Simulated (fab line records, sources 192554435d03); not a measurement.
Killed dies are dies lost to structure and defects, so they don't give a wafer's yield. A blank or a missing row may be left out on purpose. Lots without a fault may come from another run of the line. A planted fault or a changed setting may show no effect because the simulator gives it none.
A struck lot beside a sound one | flow n5_finfet | 15 steps out of a route of 1938
Sound: wafers L218.1, L218.3, L218.4. Struck: wafers L213.1, L213.3, L213.4. The cause comes at the end.
At each step with rows: each side's tool, then ch and its chambers, then its first start. Under that, the readings that differ: sound wafers | struck wafers | difference of the means | sigmas: that difference in standard deviations of wafers without a fault.
alike: readings whose means differ by less than 2 such deviations, and words and numbers that are the same on both sides. not compared: withheld readings, readings that some wafer has no value for, bounds like >300 that may hide the same value, and numbers for which the record gives no deviation and whose values overlap.
The two part at a step that has a row with sigmas, a row that says differs or no value, or rows on one side only. Numbers that don't overlap but have no deviation are shown without sigmas and don't part them. A reading that every wafer of one side lacks parts them only if that side has two wafers or more.

N5_BEOL_M10_ETCH_61: etches SiARC in CF4, target depth 39 nm, time 65 s.
  sound on rie_diel-01 ch 0,2,3, day 13 02:56; struck on rie_diel-01 ch 0,1, day 11 20:06
  alike: drypump_motor_current_A, etch_rf_on_time_s, oes_product_au, rf_vpp_V, showerhead_plenum_p_Torr, throttle_valve_pct
  not compared: rf_hours_counter_h
N5_BEOL_M10_ETCH_62: etches SOC in N2/H2, target depth 110 nm, overetch 22 nm, time 165 s.
  sound on rie_diel-01 ch 0,2,3, day 13 02:59; struck on rie_diel-01 ch 0,1, day 11 20:10
  alike: drypump_motor_current_A, oes_product_au, rf_vpp_V, showerhead_plenum_p_Torr, throttle_valve_pct
  not compared: rf_hours_counter_h
then, 1 step without rows for these wafers: N5_BEOL_M10_STRIP_68 (strips in N2/H2).
N5_BEOL_M10_STRIP_67: strips in CF4.
  sound on rie_diel-01 ch 0,2,3, day 13 03:08; struck on rie_diel-01 ch 0,1, day 11 20:23
  alike: drypump_motor_current_A, oes_product_au, rf_vpp_V, showerhead_plenum_p_Torr, throttle_valve_pct
  not compared: rf_hours_counter_h
N5_BEOL_M10_HM_OPEN_17: chemistry Cl2/BCl3, target TiN, target depth 20 nm, overetch 6 nm.
  sound on rie_metal-01 ch 0,1, day 13 03:11; struck on rie_metal-01 ch 0,1, day 11 20:26
  alike: drypump_motor_current_A, mfc_cl2_sccm, oes_product_au, throttle_valve_pct
  not compared: rf_hours_counter_h
N5_BEOL_M10_STRIP_19: strips in O2.
  sound on rie_diel-06 ch 0,1,3, day 13 03:19; struck on rie_diel-06 ch 1,2,3, day 11 20:34
  alike: drypump_motor_current_A, oes_product_au, rf_vpp_V, showerhead_plenum_p_Torr, throttle_valve_pct
  not compared: rf_hours_counter_h
N5_BEOL_M10_CD_MEAS_18: pitch 140 nm, target cd 70 nm.
  sound on cd_sem-01, day 13 03:23; struck on cd_sem-02, day 11 20:38
  reading    | sound          | struck         | difference | sigmas
  cd_nm (nm) | 70.7 71.4 70.6 | 69.4 69.3 70.1 | -1.3       | -2
then, 5 steps without rows for these wafers: N5_BEOL_M10_COAT_63 (time 60 s, resist thk 100 nm); N5_BEOL_M10_COAT_64 (time 60 s, resist thk 30 nm); N5_BEOL_M10_COAT_22 (resist thk 90 nm); N5_BEOL_M10_EBR_24; N5_BEOL_M10_SOFTBAKE_23 (time 60 s).
N5_BEOL_M10_EXPOSE_25: exposes mask V9.
  sound on arfi_scanner-02 ch 0, day 13 03:35; struck on arfi_scanner-01 ch 0, day 11 21:30
  reading              | sound             | struck            | difference | sigmas
  exposure_dose_mJ_cm2 | 85.47 85.50 85.29 | 83.69 83.81 83.69 | -1.69      | -17
  alike: mask
then, 1 step without rows for these wafers: N5_BEOL_M10_PEB_26 (peb time 60 s).
N5_PASSIVATION_PROBE_49:
  the record has rows for the sound wafers here (prober-01, day 15 07:25) and none for the struck ones

WHERE THEY PART
First at N5_BEOL_M10_CD_MEAS_18; last, within this record, at N5_PASSIVATION_PROBE_49.

WHY: what the simulator had put in
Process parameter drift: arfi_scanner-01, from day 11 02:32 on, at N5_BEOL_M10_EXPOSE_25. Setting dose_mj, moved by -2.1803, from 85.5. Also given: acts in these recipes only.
